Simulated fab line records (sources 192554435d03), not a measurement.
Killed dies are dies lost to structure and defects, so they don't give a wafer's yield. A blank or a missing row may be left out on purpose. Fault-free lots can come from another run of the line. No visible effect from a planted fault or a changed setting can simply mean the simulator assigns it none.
A struck lot beside a sound one | flow n5-finfet | 40 steps out of a route of 1938
Sound: these wafers, L504.3, L504.4, L504.6. Wafers L518.1, L518.4, L518.5 were the ones struck. The cause is named last.
Per side, at each step with rows, come the tool, then ch with its chambers, and then its first start. Under that, the readings that differ: sound wafers | struck wafers | difference of the means | sigmas: that difference in standard deviations of wafers without a fault.
alike: readings whose means differ by less than 2 such deviations, and words and numbers that are the same on both sides. not compared: withheld readings, readings that some wafer has no value for, bounds like >300 that may hide the same value, and numbers for which the record gives no deviation and whose values overlap.
The two part at a step that has a row with sigmas, a row that says differs or no value, or rows on one side only. When numbers do not overlap yet have no deviation, they are printed without sigmas and do not part them. A reading that every wafer of one side lacks parts them only if that side has two wafers or more.

first, 12 steps without rows for these wafers: N5_SD_EPI_N_STRIP_36 (strips in N2/H2); N5_SD_EPI_N_ETCHBACK_44 (etches SiNx in CH3F/O2, stops on SiO2, target depth 14.5 nm); N5_SD_EPI_N_ETCH_45 (etches SiOCN in CH3F/O2, target depth 6 nm); N5_SD_EPI_N_ETCH_16 (etches SiO2 in CHF3/O2, target depth 5 nm); N5_SD_EPI_N_STRIP_47 (strips in CHF3/O2); N5_SD_EPI_N_SD_RECESS_17 (chemistry HBr/Cl2/O2, target depth 41 nm, time 23.7 s, bt time 3 s); N5_SD_EPI_N_STRIP_38 (strips in N2/H2); N5_SD_EPI_N_WET_ETCH_43 (etches SiO2 in dHF, time 14 s, target depth 1.5 nm); N5_SD_EPI_N_STRIP_18 (strips in SPM, time 750 s); N5_SD_EPI_N_SRD_20 (time 30 s); N5_SD_EPI_N_PRECLEAN_48 (cleans in NF3:NH3, afs cycles 2, time 20 s, sublimation time 60 s); N5_SD_EPI_N_VAPOR_ETCH_50 (etches Si in HCl, time 54 s).
N5_SD_EPI_N_EPI_21: deposits Si:P, time 690 s.
  sound on epi-rpcvd-02 ch 0, day 4 05:44; struck on epi-rpcvd-02 ch 0, day 7 13:03
then, 24 steps without rows for these wafers: N5_SD_EPI_N_PRECLEAN_24 (cleans in O3/DIW, time 60 s); N5_SD_EPI_N_SRD_25 (time 30 s); N5_SD_EPI_N_PRECLEAN_49 (cleans in NF3:NH3, afs cycles 1, time 20 s, sublimation time 60 s); N5_SD_EPI_N_LINER_46 (material SiNx, target thk 3 nm); N5_SD_EPI_P_COAT_34 (time 60 s, resist thk 350 nm); N5_SD_EPI_P_COAT_35 (time 60 s, resist thk 35 nm); N5_SD_EPI_P_COAT_03 (resist thk 150 nm); N5_SD_EPI_P_EBR_05; N5_SD_EPI_P_SOFTBAKE_04 (time 60 s); N5_SD_EPI_P_EXPOSE_06 (exposes mask SD P BLK, target cd 240 nm); N5_SD_EPI_P_PEB_07 (peb time 60 s); N5_SD_EPI_P_DEVELOP_08 (develop time 30 s); N5_SD_EPI_P_DESCUM_14 (chemistry O2, time 7.9 s); N5_SD_EPI_P_ETCH_36 (etches SiARC in CF4, target depth 45.5 nm, time 75.8 s); N5_SD_EPI_P_ETCH_37 (etches SOC in N2/H2, overetch 108 nm, time 486 s); N5_SD_EPI_P_STRIP_38 (strips in N2/H2); N5_SD_EPI_P_ETCHBACK_46 (etches SiNx in CH3F/O2, stops on SiO2, target depth 17.5 nm); N5_SD_EPI_P_ETCH_47 (etches SiOCN in CH3F/O2, target depth 25 nm); N5_SD_EPI_P_ETCH_16 (etches SiO2 in CHF3/O2, target depth 5 nm); N5_SD_EPI_P_STRIP_50 (strips in CHF3/O2); N5_SD_EPI_P_SD_RECESS_17 (chemistry HBr/Cl2/O2, target depth 39.1 nm, bt time 3 s); N5_SD_EPI_P_WET_ETCH_45 (etches SiO2 in dHF, time 10.7 s, target depth 2 nm, rinse time 30 s); N5_SD_EPI_P_STRIP_40 (strips in N2/H2); N5_SD_EPI_P_PRECLEAN_52 (cleans in O3/DIW, time 60 s).
N5_SD_ACTIVATION_RS_MEAS_03: measures by four-point-probe.
  sound on film-metro-01, day 4 12:30; struck on film-metro-02, day 7 20:23
  reading          | sound             | struck            | difference | sigmas
  RS_SD_N (ohm/sq) | 21.23 21.48 21.61 | 23.11 22.81 22.82 | +1.47      | +5
  alike: RS_SD_P
-- a jump in the record: the struck wafers' starts before and after are 4 days apart (it breaks off in module SD_ACTIVATION and resumes in module BEOL_M4, where the first step shown is number 1111 of the route) --
N5_BEOL_M4_RC_MEAS_101:
  sound on prober-01 ch 0, day 9 02:23; struck on prober-01 ch 0, day 12 07:47
  reading          | sound          | struck         | difference | sigmas
  DIBL_N (mV/V)    | 38.2 38.1 39.0 | 31.7 33.7 36.3 | -4.5       | -3
  DIBL_P (mV/V)    | 37.0 36.8 38.8 | 30.3 32.6 35.4 | -4.8       | -2
  IOFF_N (nA/um)   | 0.18 0.17 0.20 | 0.08 0.10 0.12 | -0.08      | -3
  RC_N (ohm.um)    | 15.4 15.3 15.5 | 16.8 16.4 16.7 | +1.2       | +4
  REXT_N (ohm.um)  | 73.7 73.3 73.8 | 80.9 80.5 80.7 | +7.1       | +4
  RS_SD_N (ohm/sq) | 27.6 28.0 28.2 | 29.9 29.7 29.8 | +1.9       | +5
  SS_N (mV/dec)    | 71.8 72.0 72.7 | 69.9 70.6 71.4 | -1.5       | -3
  VT_N (mV)        | 250 248 247    | 258 257 255    | +8         | +3
  alike: IOFF_P, ION_N, ION_P, SS_P, VT_P
-- a jump in the record: the struck wafers' starts before and after are 4 days apart (it breaks off in module BEOL_M4 and resumes in module PASSIVATION, where the first step shown is number 1936 of the route) --
N5_PASSIVATION_PROBE_49:
  sound on prober-02, day 13 13:58; struck on prober-02, day 16 08:26
  reading              | sound | struck   | difference | sigmas
  sort_bin_8_speed (%) | 0 0 0 | 0.25 0 0 | +0.08      | +6
  alike: defect-limited-yield, killed_at_M0_to_M3, killed_at_M4_up, killed-at-contacts, killed-at-front-end, killed-at-other, killed-dies, killed-on-rim, killed-open, killed-short, sort_bin_5_function, sort_bin_6_memory, sort-n-pass, sort-yield-pct

== WHERE THEY PART ==
Last at N5_PASSIVATION_PROBE_49 as far as this record goes, first at N5_SD_ACTIVATION_RS_MEAS_03.

WHY: whatever the simulator had introduced
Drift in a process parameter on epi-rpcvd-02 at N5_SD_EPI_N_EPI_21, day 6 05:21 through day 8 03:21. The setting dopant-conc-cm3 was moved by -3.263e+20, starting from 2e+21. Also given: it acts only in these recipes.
